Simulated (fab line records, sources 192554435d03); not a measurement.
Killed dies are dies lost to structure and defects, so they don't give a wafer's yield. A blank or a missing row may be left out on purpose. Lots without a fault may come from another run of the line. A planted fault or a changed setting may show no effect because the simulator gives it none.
Split-lot experiment | flow n5_finfet | 7 lots, 21 wafers read, on a route of 1938 steps

THE SPLIT
At N5_BEOL_M10_ETCH_62 (etches SOC in N2/H2, target depth 110 nm, overetch 22 nm, time 165 s), the setting time_s was moved away from the recipe's 165 s on 8 of the 21 wafers read, by -16.3% to +14.1%. The other wafers ran this setting at the recipe's value.

The reading is taken at the split's own step.

THE READING
SiARC_of_BEOL_M10_COAT_60.thk_nm (the simulator's own value, which no gauge read), in nm, at N5_BEOL_M10_ETCH_62 (etches SOC in N2/H2, target depth 110 nm, overetch 22 nm, time 165 s). The file gives no usual value for it. The 13 wafers here that ran the recipe average 23.5 nm, standard deviation 0.15 nm.

wafer  | tool, chamber at the split | time_s as run, s | against the recipe | SiARC_of_BEOL_M10_COAT_60.thk_nm, nm | against lot-mates on the recipe
L080.1 | rie_diel-04, 0             | 165              | recipe             | 23.4                                 | -
L080.2 | rie_diel-04, 2             | 165              | recipe             | 23.2                                 | -
L080.6 | rie_diel-04, 3             | 188.2            | +14.1%             | 22.2                                 | -1.1
L081.2 | rie_diel-03, 1             | 165              | recipe             | 23.4                                 | -
L081.5 | rie_diel-03, 3             | 151.5            | -8.2%              | 24                                   | +0.6
L081.6 | rie_diel-03, 0             | 151.5            | -8.2%              | 23.8                                 | +0.4
L083.1 | rie_diel-01, 3,0           | 151.7            | -8.1%              | 24.2                                 | +0.4
L083.6 | rie_diel-01, 3,0           | 151.7            | -8.1%              | 24.2                                 | +0.4
L083.2 | rie_diel-01, 0             | 165              | recipe             | 23.8                                 | -
L087.2 | rie_diel-01, 3,3,2         | 165              | recipe             | 23.6                                 | -
L087.5 | rie_diel-01, 3,3,2         | 165              | recipe             | 23.6                                 | -
L087.6 | rie_diel-01, 3,3,2         | 165              | recipe             | 23.6                                 | -
L089.1 | rie_diel-01, 1             | 165              | recipe             | 23.4                                 | -
L089.3 | rie_diel-01, 3,0           | 165              | recipe             | 23.6                                 | -
L089.4 | rie_diel-01, 3,0           | 165              | recipe             | 23.6                                 | -
L092.1 | rie_diel-01, 2,0           | 165              | recipe             | 23.6                                 | -
L092.3 | rie_diel-01, 2,0           | 165              | recipe             | 23.6                                 | -
L092.5 | rie_diel-01, 0             | 138.1            | -16.3%             | 24.8                                 | +1.2
L096.1 | rie_diel-04, 3             | 184.8            | +12.0%             | 22.4                                 | -1.0
L096.3 | rie_diel-04, 0             | 184.8            | +12.0%             | 22.8                                 | -0.6
L096.6 | rie_diel-04, 0             | 165              | recipe             | 23.4                                 | -
Where a row lists several chambers, the file gives one row for several wafers and doesn't say which wafer went through which chamber.

THE FIT
A straight line over all 21 wafers: SiARC_of_BEOL_M10_COAT_60.thk_nm changes by -0.0778 nm for each +1% of time_s; r = -0.96; the points scatter about the line by 0.17 nm.
The same after taking each lot's own level away (the mean of its wafers on the recipe; 21 wafers): -0.068 nm for each +1%; r = -0.98; scatter 0.11 nm.
On that fit, the largest move of time_s shifts the reading by 1.1 nm.
The lots' own levels span 23.30 to 23.80 nm, that is 3.4 times the standard deviation above.
So the lot-to-lot level changes the slope: the two fits differ.
Check: with one of the wafers moved furthest among these (-16.3%) left out of the fit, the line predicts +1.04 nm for it against its lot-mates. It came out at +1.2 nm against them.

OTHER SPLITS ON THESE WAFERS
These wafers also went through other splits before the reading. Each is held against what the fit with the lots' levels taken away leaves over:
other split on the same wafers     | wafers away from the commonest value | r with SiARC_of_BEOL_M10_COAT_60.thk_nm (lot level and that fit taken away)
N5_BEOL_M8_COAT_22 spin_rpm        | 9                                    | -0.10
N5_BEOL_M9_TRENCH_ETCH_37 source_w | 2                                    | +0.22

THE FILE'S OWN FIT
SiARC_of_BEOL_M10_COAT_60.thk_nm changes by -0.0703 nm for each +1% of time_s, r = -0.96.
